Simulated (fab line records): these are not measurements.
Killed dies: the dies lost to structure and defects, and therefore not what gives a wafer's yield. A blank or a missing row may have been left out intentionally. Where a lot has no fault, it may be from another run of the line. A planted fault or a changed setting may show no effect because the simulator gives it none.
Problem report in the 8D (eight disciplines) form, filled by code / flow n5Finfet / the parts of the form that need people (team, actions taken, sign-off) are left out

== 1. THE ISSUE ==
COMB_M10 at N5_BEOL_M15_RC_MEAS_101 reads a mean of 4.3e-11 S/m on 2 wafers of 2 lots; wafers without a fault read 1.5e-11 S/m with a standard deviation of 3.1e-12. That is +8.9 standard deviations from the usual mean.
First observed at day 15 11:01: wafer L647.4, on prober-01. The record has a number at this step for 21 wafers belonging to 7 lots. The rule behind "out" and "out of limits": a value lying over 4 standard deviations away from the usual mean. Any other wafer with a number is counted as sound.

== 2. WHAT IT IS, AND WHAT IT ISN'T ==
question=which readings at this step | is=COMB_M10, COMB_M10_max_site | is not=COMB_M11, COMB_M12, COMB_M13, COMB_M14, COMB_M15, COMB_M5, COMB_M6, COMB_M7, COMB_M7_max_site, COMB_M8, COMB_M8_max_site, COMB_M9, SERP_M11, SERP_M12, SERP_M12_max_site, SERP_M13, SERP_M14, SERP_M14_max_site, SERP_M5, SERP_M6, SERP_M7, SERP_M8, SERP_M9
question=which lots | is=L645, L647 | is not=L633, L639, L641, L646, L648
question=which wafers of those lots | is=L645.4, L647.4 | is not=L645.1, L645.3, L647.1, L647.3
question=read on which gauges | is=prober-01, prober-02 | is not=-
question=when | is=from day 15 11:01 | is not=up to then (14 sound wafers); but 5 sound wafers of L645, L648 came after

== 3. THE SUSPECTS, EACH WITH WHAT RULES IT OUT ==
Counting: any tool at a process step up to the reading remains a suspect provided it ran every lot that is out. Sound lots after the first of them don't rule it out here, since some wafers of a struck lot are sound.
- ruled out: the gauge at N5_BEOL_M15_RC_MEAS_101. 2 gauges (prober-01, prober-02) read the wafers that are out.
- rieDiel-02 at N5_BEOL_M10_ETCH_65 (etches SiARC in CF4, target depth 39 nm, time 65 s): kept. Ran every lot that is out, first one L645 (day 14 00:19); last sound lot up to then L639 (day 11 19:08).
- aldMetal-04 at N5_BEOL_M10_ALD_74 (deposits TaN, target thk 2 nm, pulse time 2 s, purge time 3 s): kept. Ran every lot that is out, first one L645 (day 14 01:53); last sound lot up to then L646 (day 13 17:43).
- aldMetal-04, N5_BEOL_M10_ALD_74: wafers that are out in chamber 3, sound lot-mates in chambers 0, 1, 2.
Left after counting: rieDiel-02 at N5_BEOL_M10_ETCH_65, aldMetal-04 at N5_BEOL_M10_ALD_74.

== 4. THE CAUSE (what the simulator had put in) ==
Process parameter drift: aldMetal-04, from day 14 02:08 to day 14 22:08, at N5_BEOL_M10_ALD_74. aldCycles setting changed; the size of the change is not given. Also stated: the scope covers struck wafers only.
This tool is one of the 2 suspects left after counting.

== 5. THE CHAIN OF EFFECTS, in route order ==
Each row: a reading where the mean over the struck wafers with a number is more than 3 standard deviations away from the usual. Readings are gone through only where the record gives a usual standard deviation; hours: the median, over the lots, of the time from a lot's start at the first step in this table giving one to that lot's start at this step; sigmas: the change measured in usual standard deviations.
hours=0; step=N5_BEOL_M15_RC_MEAS_101; reading=COMB_M10; usual=1.5e-11 S/m; on struck wafers=4.3e-11; change=+2.8e-11; sigmas=+8.9
hours=0; step=N5_BEOL_M15_RC_MEAS_101; reading=COMB_M10_max_site; usual=2.2e-11 S/m; on struck wafers=6.2e-11; change=+4.0e-11; sigmas=+7.8

== 6. HOW IT WOULD HAVE BEEN CAUGHT EARLIER ==
Counted from the fault's start at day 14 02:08, it took 33 hours until the first out-of-limits reading at a measuring or inspecting step in this record, taken at day 15 11:01.
Of the tool readings at N5_BEOL_M10_ALD_74 for which the record gives a usual standard deviation, none was out on any struck wafer, so an alarm limit of 4 standard deviations on them would not have fired.
Lots out: 2; all had begun N5_BEOL_M10_ALD_74 on aldMetal-04 by day 15 11:01. Tool hold at that time: it would have spared none of them.
